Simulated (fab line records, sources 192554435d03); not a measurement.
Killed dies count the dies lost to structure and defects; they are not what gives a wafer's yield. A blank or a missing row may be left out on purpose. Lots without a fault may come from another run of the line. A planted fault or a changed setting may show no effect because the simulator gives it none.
Chamber matching || flow n5-finfet || N5_BEOL_M6_ETCH_66 on rie-diel-05: 4 sister chambers
The step etches SOC in N2/H2, target depth 80 nm, overetch 16 nm, time 120 s. 14 wafers are shown with their chamber, then 7 later ones without.

## WAFERS, EACH WITH ITS CHAMBER
{"wafer": "L078.1", "chamber": 2, "showerhead-plenum-p-Torr (Torr)": 2.57, "drypump-motor-current-A (A)": 5.3, "rf-vpp-V (V)": 526.1}
{"wafer": "L078.3", "chamber": 1, "showerhead-plenum-p-Torr (Torr)": 2.51, "drypump-motor-current-A (A)": 6.2, "rf-vpp-V (V)": 522.9}
{"wafer": "L078.6", "chamber": 1, "showerhead-plenum-p-Torr (Torr)": 2.51, "drypump-motor-current-A (A)": 6.2, "rf-vpp-V (V)": 524.2}
{"wafer": "L077.1", "chamber": 2, "showerhead-plenum-p-Torr (Torr)": 2.57, "drypump-motor-current-A (A)": 5.3, "rf-vpp-V (V)": 525.4}
{"wafer": "L077.4", "chamber": 2, "showerhead-plenum-p-Torr (Torr)": 2.57, "drypump-motor-current-A (A)": 5.3, "rf-vpp-V (V)": 525.5}
{"wafer": "L077.5", "chamber": 1, "showerhead-plenum-p-Torr (Torr)": 2.51, "drypump-motor-current-A (A)": 6.2, "rf-vpp-V (V)": 524.3}
{"wafer": "L079.1", "chamber": 2, "showerhead-plenum-p-Torr (Torr)": 2.57, "drypump-motor-current-A (A)": 5.3, "rf-vpp-V (V)": 525.1}
{"wafer": "L079.4", "chamber": 2, "showerhead-plenum-p-Torr (Torr)": 2.57, "drypump-motor-current-A (A)": 5.3, "rf-vpp-V (V)": 525.3}
{"wafer": "L079.6", "chamber": 1, "showerhead-plenum-p-Torr (Torr)": 2.51, "drypump-motor-current-A (A)": 6.2, "rf-vpp-V (V)": 524.5}
{"wafer": "L087.1", "chamber": 3, "showerhead-plenum-p-Torr (Torr)": 2.67, "drypump-motor-current-A (A)": 5.5, "rf-vpp-V (V)": 528.1}
{"wafer": "L087.2", "chamber": 2, "showerhead-plenum-p-Torr (Torr)": 2.56, "drypump-motor-current-A (A)": 5.3, "rf-vpp-V (V)": 525.4}
{"wafer": "L087.4", "chamber": 2, "showerhead-plenum-p-Torr (Torr)": 2.56, "drypump-motor-current-A (A)": 5.3, "rf-vpp-V (V)": 526.3}
{"wafer": "L089.1", "chamber": 0, "showerhead-plenum-p-Torr (Torr)": 2.41, "drypump-motor-current-A (A)": 5.1, "rf-vpp-V (V)": 519.3}
{"wafer": "L089.2", "chamber": 2, "showerhead-plenum-p-Torr (Torr)": 2.56, "drypump-motor-current-A (A)": 5.2, "rf-vpp-V (V)": 526.8}

SIGNATURES (averages over the wafers above)
{"reading": "showerhead-plenum-p-Torr", "chamber 0": 2.4100, "chamber 1": 2.5100, "chamber 2": 2.5663, "chamber 3": 2.6700, "scatter within a chamber": 0.00433}
{"reading": "drypump-motor-current-A", "chamber 0": 5.100, "chamber 1": 6.200, "chamber 2": 5.287, "chamber 3": 5.500, "scatter within a chamber": 0.0296}
{"reading": "rf-vpp-V", "chamber 0": 519.300, "chamber 1": 523.975, "chamber 2": 525.737, "chamber 3": 528.100, "scatter within a chamber": 0.636}
Rule: for each reading, subtract the chamber's mean from the wafer's reading, divide by that reading's scatter and square the result; add these up over the readings and take the root, which gives the wafer's distance from the chamber. The wafer belongs to the nearest chamber; if the next one is less than 2 further off, it can't be placed. The scatter is the square root of a quotient: the sum, over the shown wafers, of each reading's squared deviation from its chamber's mean, divided by wafers minus chambers.

## WAFERS MISSING THEIR CHAMBER
{"wafer": "L089.6", "showerhead-plenum-p-Torr (Torr)": 2.67, "drypump-motor-current-A (A)": 5.5, "rf-vpp-V (V)": 528.6}
{"wafer": "L086.2", "showerhead-plenum-p-Torr (Torr)": 2.67, "drypump-motor-current-A (A)": 5.4, "rf-vpp-V (V)": 528.5}
{"wafer": "L086.4", "showerhead-plenum-p-Torr (Torr)": 2.41, "drypump-motor-current-A (A)": 5.1, "rf-vpp-V (V)": 520.1}
{"wafer": "L086.6", "showerhead-plenum-p-Torr (Torr)": 2.41, "drypump-motor-current-A (A)": 5.1, "rf-vpp-V (V)": 521.0}
{"wafer": "L092.1", "showerhead-plenum-p-Torr (Torr)": 2.50, "drypump-motor-current-A (A)": 6.2, "rf-vpp-V (V)": 523.9}
{"wafer": "L092.3", "showerhead-plenum-p-Torr (Torr)": 2.40, "drypump-motor-current-A (A)": 5.1, "rf-vpp-V (V)": 520.1}
{"wafer": "L092.5", "showerhead-plenum-p-Torr (Torr)": 2.40, "drypump-motor-current-A (A)": 5.1, "rf-vpp-V (V)": 521.4}

## WHICH CHAMBER EACH WENT THROUGH
{"wafer": "L089.6", "from the rows above": 3, "in truth": 3}
{"wafer": "L086.2", "from the rows above": 3, "in truth": 3}
{"wafer": "L086.4", "from the rows above": 0, "in truth": 0}
{"wafer": "L086.6", "from the rows above": 0, "in truth": 0}
{"wafer": "L092.1", "from the rows above": 1, "in truth": 1}
{"wafer": "L092.3", "from the rows above": 0, "in truth": 0}
{"wafer": "L092.5", "from the rows above": 0, "in truth": 0}
Placed correctly: 7 of 7. Number that these rows cannot place: 0. Wrongly placed: 0.
